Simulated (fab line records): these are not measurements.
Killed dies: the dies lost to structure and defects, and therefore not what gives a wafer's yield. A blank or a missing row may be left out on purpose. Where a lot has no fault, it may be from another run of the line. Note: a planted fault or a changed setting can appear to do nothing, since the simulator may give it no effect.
Which tool did it? :: flow nandHarc :: 18 wafers from 6 lots sampled at 5 of the route's 1159 steps

## WHAT THE GAUGES SHOWED, per wafer
NHARC_END_SORT_01.
lot: L289
measured: day 21 12:37
on: prober-02
defectLimitedYield (%): 0 97.0 96.8

lot: L305
measured: day 24 17:19
on: prober-02
defectLimitedYield (%): 94.5 94.8 92.3

## TOOL THAT RAN EACH LOT (tool first, then ch and the chambers of the sampled wafers, then the start)
lot: L290
NHARC_A_BONDPAD_CMP_29: cmp-04 ch 2,3, day 18 06:18
NHARC_THIN_TSV_DEP_47: pecvd-04 ch 0,2, day 19 00:41
NHARC_THIN_TSV_DEGAS_53: pvdSputter-01, day 19 03:41
NHARC_THIN_TSV_PVD_24: pvdSputter-01, day 19 04:02

lot: L292
NHARC_A_BONDPAD_CMP_29: cmp-04 ch 0,1, day 18 12:29
NHARC_THIN_TSV_DEP_47: pecvd-04 ch 0,2, day 19 08:44
NHARC_THIN_TSV_DEGAS_53: pvdSputter-02, day 19 11:50
NHARC_THIN_TSV_PVD_24: pvdSputter-02, day 19 12:11

lot: L289
NHARC_A_BONDPAD_CMP_29: cmp-04 ch 1,2,3, day 18 16:44
NHARC_THIN_TSV_DEP_47: pecvd-04 ch 0,2, day 19 13:12
NHARC_THIN_TSV_DEGAS_53: pvdSputter-02, day 19 16:17
NHARC_THIN_TSV_PVD_24: pvdSputter-02, day 19 16:46

lot: L301
NHARC_A_BONDPAD_CMP_29: cmp-03 ch 1,3, day 21 22:19
NHARC_THIN_TSV_DEP_47: pecvd-04 ch 0,1, day 22 21:28
NHARC_THIN_TSV_DEGAS_53: pvdSputter-03, day 23 00:19
NHARC_THIN_TSV_PVD_24: pvdSputter-03, day 23 00:40

lot: L307
NHARC_A_BONDPAD_CMP_29: cmp-04 ch 2,3, day 22 16:13
NHARC_THIN_TSV_DEP_47: pecvd-03 ch 0,1,2, day 23 11:47
NHARC_THIN_TSV_DEGAS_53: pvdSputter-02, day 23 14:56
NHARC_THIN_TSV_PVD_24: pvdSputter-02, day 23 15:21

lot: L305
NHARC_A_BONDPAD_CMP_29: cmp-04 ch 0,1,2, day 22 23:23
NHARC_THIN_TSV_DEP_47: pecvd-02 ch 0,1,2, day 23 18:01
NHARC_THIN_TSV_DEGAS_53: pvdSputter-02, day 23 21:34
NHARC_THIN_TSV_PVD_24: pvdSputter-02, day 23 21:52
- NHARC_A_BONDPAD_CMP_29: polishes SiCN, target thk 200 nm.
- NHARC_THIN_TSV_DEP_47: deposits SiO2, target thk 200 nm.
- NHARC_THIN_TSV_DEGAS_53: time 60 s.
- NHARC_THIN_TSV_PVD_24: deposits Al, target thk 800 nm.

## THE ANSWER, worked out from the rows above alone
Rule: usual is defined by the lots themselves. Put in order of their means at a reading, lots are off if they are a third of the lots or fewer, leave a main group of 4 or more, and stand apart from it by a gap of 3 or more times the standard deviation of the main group's means; of several such gaps the widest counts. A main group is skipped when, at the precision printed for the reading in the tables above, its means are all equal. Also off: a lot with no number at a reading for which 4 or more lots have one. Any other lot the step has rows for is counted as sound.
No lot is off at any reading shown: from this, nothing can be told.

## WHAT THE SIMULATOR HAD INSERTED
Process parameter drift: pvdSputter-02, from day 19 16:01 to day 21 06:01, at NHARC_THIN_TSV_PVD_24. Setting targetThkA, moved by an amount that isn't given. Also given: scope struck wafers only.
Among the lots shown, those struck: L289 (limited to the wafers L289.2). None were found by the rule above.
